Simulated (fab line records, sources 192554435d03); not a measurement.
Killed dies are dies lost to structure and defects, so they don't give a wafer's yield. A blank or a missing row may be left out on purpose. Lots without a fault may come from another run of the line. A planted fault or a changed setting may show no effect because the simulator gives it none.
Problem report in the 8D (eight disciplines) form, filled by code | flow n5_finfet | the parts of the form that need people (team, actions taken, sign-off) are left out

1. THE PROBLEM
spin_speed_rpm at N5_BEOL_M0_SAQP_COAT_34 reads a mean of 1427.1 rpm on 6 wafers of 2 lots; wafers without a fault read 1500.1 rpm with a standard deviation of 0.87. That is -84 standard deviations from the usual mean.
The step: resist thk 30 nm.
First seen on wafer L490.1, day 7 15:22, on litho_track-02. The record holds 12 wafers of 4 lots with a number at this step. Rule for "out", or "out of limits": more than 4 standard deviations from the usual mean. The other wafers with a number count as sound.

2. WHAT IT IS AND WHAT IT IS NOT
question                    | is                     | is not
which readings at this step | spin_speed_rpm         | dispense_pressure_kPa
which lots                  | L490, L493             | L501, L505
which wafers of those lots  | all that have a number | -
read on which tools         | litho_track-02         | litho_track-04
when                        | from day 7 15:22       | up to then (0 sound wafers); but 6 sound wafers of L501, L505 came after

3. SUSPECTS, AND WHAT RULES EACH OUT
Counting: a tool at a process step up to the reading stays a suspect if it ran every lot that is out and no sound lot after the first of them.
- litho_track-02 at N5_BEOL_M0_SAQP_COAT_34 (resist thk 30 nm): ruled out as a lasting fault. Sound lots L505 ran on it after its first lot that is out, L490 (day 7 15:22).
Left after counting: nothing in the record.

4. THE CAUSE (what the simulator had put in)
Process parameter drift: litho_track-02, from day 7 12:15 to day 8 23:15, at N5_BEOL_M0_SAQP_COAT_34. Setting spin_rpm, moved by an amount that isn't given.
Counting ruled it out, wrongly.

5. THE CHAIN OF EFFECTS, in route order
Each row: a reading whose mean over the struck wafers that have a number lies more than 3 standard deviations from the usual. Only readings for which the record gives a usual standard deviation are gone through. hours: the time from each lot's start at the first step in this table that gives one to its start at this step, as a median over the lots. sigmas: the change in usual standard deviations.
hours | step                    | reading        | usual      | on struck wafers | change | sigmas
0     | N5_BEOL_M0_SAQP_COAT_34 | spin_speed_rpm | 1500.1 rpm | 1427.1           | -73.0  | -84
The process steps in it:
- N5_BEOL_M0_SAQP_COAT_34: resist thk 30 nm.
Later measuring or inspecting steps at which every struck wafer that the step has a row for has a number for every such reading, and none has moved that far: N5_BEOL_M4_RC_MEAS_101.

6. WHAT WOULD HAVE CAUGHT IT SOONER
In this record the first reading out of limits was taken at day 7 15:22, 3 hours after the fault began at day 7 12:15.
